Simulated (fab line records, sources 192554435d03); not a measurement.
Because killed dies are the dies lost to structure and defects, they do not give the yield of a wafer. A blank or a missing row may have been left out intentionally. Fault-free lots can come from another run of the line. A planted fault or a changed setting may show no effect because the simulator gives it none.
Split-lot study ; flow n5 finfet ; 7 lots, 21 wafers read, on a route of 1938 steps

THE SPLIT
At N5_PMOS_HMC_CHANNEL_EPI_PEB_07 (peb time 60 s), the setting peb time s was moved away from the recipe's 60 s on 5 of the 21 wafers read, by -17.5% to +21.6%. The other wafers ran this setting at the recipe's value.

SPLIT TO READING: what lies between them in the file, 1 step
- N5_PMOS_HMC_CHANNEL_EPI_DEVELOP_08: develop time 30 s

THE READING
cd nm at N5_PMOS_HMC_CHANNEL_EPI_CD_MEAS_09, given in nm (cd target 237.4 nm). Typical for fault-free wafers on this fab line: 237.3 nm, with standard deviation 1 nm.

wafer;tool, chamber at the split;peb time s as run, s;against the recipe;cd nm, nm;against lot-mates on the recipe
L074.2;litho track-04, 0;60;recipe;236.4;-
L074.3;litho track-04, 0;54.02;-10.0%;233.1;-4.1
L074.6;litho track-04, 0;60;recipe;237.9;-
L076.1;litho track-01, 0;60;recipe;236.5;-
L076.3;litho track-01, 0;60;recipe;236.6;-
L076.5;litho track-01, 0;49.49;-17.5%;227.4;-9.2
L077.1;litho track-03, 0;60;recipe;236.3;-
L077.3;litho track-03, 0;60;recipe;236.7;-
L077.5;litho track-03, 0;60;recipe;236.4;-
L087.3;litho track-04, 0;60;recipe;238.6;-
L087.4;litho track-04, 0;60;recipe;238.3;-
L087.6;litho track-04, 0;60;recipe;238.8;-
L089.2;litho track-04, 0;60;recipe;237.9;-
L089.4;litho track-04, 0;60;recipe;237.8;-
L089.6;litho track-04, 0;60;recipe;237.7;-
L090.2;litho track-01, 0;60;recipe;237.2;-
L090.4;litho track-01, 0;72.94;+21.6%;242.6;+5.4
L090.5;litho track-01, 0;72.94;+21.6%;244.2;+7.0
L091.1;litho track-01, 0;60;recipe;237.5;-
L091.2;litho track-01, 0;60;recipe;237.5;-
L091.3;litho track-01, 0;53.13;-11.4%;231.9;-5.6

FIT RESULTS
A straight line over all 21 wafers: cd nm changes by +0.369 nm for each +1% of peb time s; r = +0.93; the points scatter about the line by 1.2 nm.
The same after taking each lot's own level away (the mean of its wafers on the recipe; 21 wafers): +0.364 nm for each +1%; r = +0.96; scatter 0.89 nm.
Per that fit: largest peb time s move, reading shift of 7.8 nm.
From 236.47 to 238.57 nm: that is the span of the lots' own levels, equal to 2.1 times the standard deviation above.
The two slopes are in agreement: the lot-to-lot level therefore moves the slope only a little.
Check: with one of the wafers moved furthest among these (+21.6%) left out of the fit, the line predicts +8.62 nm for it against its lot-mates. Against them it came out at +5.4 nm.

OTHER SPLITS APPLIED TO THESE WAFERS
Note: prior to the reading, these wafers also went through further splits. Each is held against what the fit with the lots' levels taken away leaves over:
other split on the same wafers;wafers away from the commonest value;r with cd nm (lot level and that fit taken away)
N5_WELL_APT_COAT_02 spin rpm;3;+0.00
N5_PMOS_HMC_CHANNEL_EPI_COAT_03 spin rpm;8;+0.24

THE WHOLE CHAIN: every reading that the file lists as answering this split, in the file's order
step;what it does;reading;change (the file's fit);r (the file's)
N5_PMOS_HMC_CHANNEL_EPI_CD_MEAS_09;target cd 237.4 nm;cd nm;+0.398 nm for each +1% of the setting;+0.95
N5_PMOS_HMC_CHANNEL_EPI_DESCUM_14;chemistry O2, time 7.9 s;PMOS_HMC_CHANNEL_EPI.cd nm (the simulator's own value, which no gauge read);+0.391 nm for each +1% of the setting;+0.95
N5_PMOS_HMC_CHANNEL_EPI_ETCH_32;etches BARC in N2/H2, stops on SiO2, target depth 85.8 nm, time 50.3 s;PMOS_HMC_CHANNEL_EPI.cd nm (the simulator's own value, which no gauge read);+0.379 nm for each +1% of the setting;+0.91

THE FILE'S OWN FIT
cd nm changes by +0.398 nm for each +1% of peb time s, r = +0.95.
